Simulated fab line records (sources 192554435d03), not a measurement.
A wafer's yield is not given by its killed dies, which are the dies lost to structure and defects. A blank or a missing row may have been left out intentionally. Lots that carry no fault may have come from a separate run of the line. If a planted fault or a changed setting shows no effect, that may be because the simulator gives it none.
Which of the tools did it? ; flow n5-finfet ; 72 wafers from 24 lots sampled at 3 of the route's 1938 steps

== WHAT THE GAUGES SHOWED, per wafer ==
N5_BEOL_M8_CD_MEAS_35 targets a cd of 40 nm.
lot;measured;on;cd-nm (nm)
L074;day 9 08:02;cd-sem-01;40.5 40.2 40.4
L075;day 9 12:34;cd-sem-01;40.2 40.7 39.9
L076;day 9 22:08;cd-sem-03;40.4 40.4 40.4
L077;day 9 22:19;cd-sem-03;40.1 40.2 39.9
L078;day 10 04:18;cd-sem-02;39.9 39.7 40.1
L079;day 10 12:08;cd-sem-01;39.8 40.2 39.8
L080;day 10 13:22;cd-sem-02;40.7 39.8 40.1
L082;day 11 01:55;cd-sem-02;40.4 39.8 39.6
L081;day 11 05:08;cd-sem-03;39.1 39.2 39.4
L083;day 11 11:29;cd-sem-03;40.1 39.6 41.2
L084;day 11 19:53;cd-sem-03;39.8 41.0 40.1
L086;day 12 01:11;cd-sem-03;38.7 38.7 38.4
L085;day 12 10:30;cd-sem-02;40.5 40.9 39.5
L087;day 12 10:46;cd-sem-03;41.1 40.2 40.7
L088;day 12 18:33;cd-sem-01;39.9 40.1 39.8
L089;day 12 18:38;cd-sem-01;38.6 39.7 39.5
L090;day 13 11:23;cd-sem-01;40.0 39.8 39.8
L091;day 13 17:56;cd-sem-02;39.8 39.6 39.5
L092;day 13 20:26;cd-sem-03;40.2 40.2 40.6
L093;day 13 23:37;cd-sem-02;40.1 40.3 40.6
L094;day 14 07:34;cd-sem-03;39.9 39.3 39.5
L095;day 14 15:37;cd-sem-01;39.6 40.0 40.1
L097;day 14 22:35;cd-sem-01;40.2 40.1 40.1
L096;day 15 02:32;cd-sem-01;39.1 39.3 39.9

N5_BEOL_M9_THK_MEAS_01.
lot;measured;on;M9_ILD_THK (nm)
L074;day 9 10:58;film-metro-02;266 267 270
L075;day 9 16:34;film-metro-01;261 266 265
L076;day 10 00:59;film-metro-02;266 270 268
L077;day 10 01:10;film-metro-01;261 263 267
L078;day 10 08:46;film-metro-02;265 264 265
L079;day 10 16:07;film-metro-02;264 258 263
L080;day 10 18:31;film-metro-02;263 262 267
L082;day 11 07:42;film-metro-02;261 260 270
L081;day 11 10:35;film-metro-02;266 263 265
L083;day 11 15:20;film-metro-02;264 269 268
L084;day 11 22:54;film-metro-02;261 265 269
L086;day 12 04:11;film-metro-02;267 267 267
L085;day 12 15:01;film-metro-01;262 271 268
L087;day 12 15:05;film-metro-01;268 270 264
L088;day 12 21:41;film-metro-02;268 267 267
L089;day 12 21:52;film-metro-01;268 269 267
L090;day 13 14:10;film-metro-02;269 267 269
L091;day 13 21:55;film-metro-02;266 270 273
L092;day 14 01:32;film-metro-01;261 261 269
L093;day 14 02:45;film-metro-02;265 262 269
L094;day 14 11:17;film-metro-02;268 269 269
L095;day 14 18:25;film-metro-02;265 268 273
L097;day 15 01:50;film-metro-01;269 270 268
L096;day 15 06:34;film-metro-01;261 266 266

== WHICH TOOL RAN EACH LOT (tool, then ch and the chambers of the sampled wafers, then the start) ==
lot;N5_BEOL_M8_PRE_CLEAN_45
L074;pvd-sputter-02, day 9 08:26
L075;pvd-sputter-03, day 9 13:13
L076;pvd-sputter-01, day 9 22:44
L077;pvd-sputter-01, day 9 22:58
L078;pvd-sputter-03, day 10 06:34
L079;pvd-sputter-03, day 10 13:31
L080;pvd-sputter-02, day 10 14:37
L082;pvd-sputter-02, day 11 02:46
L081;pvd-sputter-03, day 11 06:50
L083;pvd-sputter-02, day 11 12:09
L084;pvd-sputter-03, day 11 20:30
L086;pvd-sputter-03, day 12 01:35
L085;pvd-sputter-02, day 12 10:58
L087;pvd-sputter-02, day 12 11:14
L088;pvd-sputter-03, day 12 18:59
L089;pvd-sputter-02, day 12 19:25
L090;pvd-sputter-01, day 13 11:56
L091;pvd-sputter-03, day 13 19:13
L092;pvd-sputter-01, day 13 21:17
L093;pvd-sputter-01, day 14 00:20
L094;pvd-sputter-01, day 14 08:16
L095;pvd-sputter-01, day 14 16:08
L097;pvd-sputter-01, day 14 23:08
L096;pvd-sputter-03, day 15 03:17
- N5_BEOL_M8_PRE_CLEAN_45: time 30 s.

== AS READ BY THE TOOLS THEMSELVES (means over the sampled wafers that have a number; for cases with no such wafer, the mark the record gives instead) ==
N5_BEOL_M8_PRE_CLEAN_45.
lot;tool;heater-power-w (W)
L074;pvd-sputter-02;338
L075;pvd-sputter-03;301
L076;pvd-sputter-01;345
L077;pvd-sputter-01;325
L078;pvd-sputter-03;283
L079;pvd-sputter-03;323
L080;pvd-sputter-02;331
L082;pvd-sputter-02;337
L081;pvd-sputter-03;315
L083;pvd-sputter-02;332
L084;pvd-sputter-03;324
L086;pvd-sputter-03;325
L085;pvd-sputter-02;330
L087;pvd-sputter-02;330
L088;pvd-sputter-03;303
L089;pvd-sputter-02;336
L090;pvd-sputter-01;349
L091;pvd-sputter-03;313
L092;pvd-sputter-01;355
L093;pvd-sputter-01;327
L094;pvd-sputter-01;346
L095;pvd-sputter-01;329
L097;pvd-sputter-01;331
L096;pvd-sputter-03;301

== THE ANSWER, worked out from the rows above alone ==
Rule: usual is defined by the lots themselves. The widest of any qualifying gaps counts: lots, ordered by their means at a reading, are off when they make up no more than a third of the lots, leave a main group of 4 or more, and stand apart from it by 3 or more times the standard deviation of that group's means. A main group whose means are all the same, to the digits that the tables above print for the reading, isn't used. A lot without any number at a reading at which 4 lots or more have one is off too. Any other lot the step has rows for is counted as sound. First the gauges in route order, then the tools' own readings, where a lot's mean is used as printed above. The first step at which some lot is off is used, and at that step the reading that is off furthest; a lot without a number counts as furthest.
No lot is off on any of the readings shown, so nothing can be concluded from this.

== WHAT THE SIMULATOR HAD PUT IN ==
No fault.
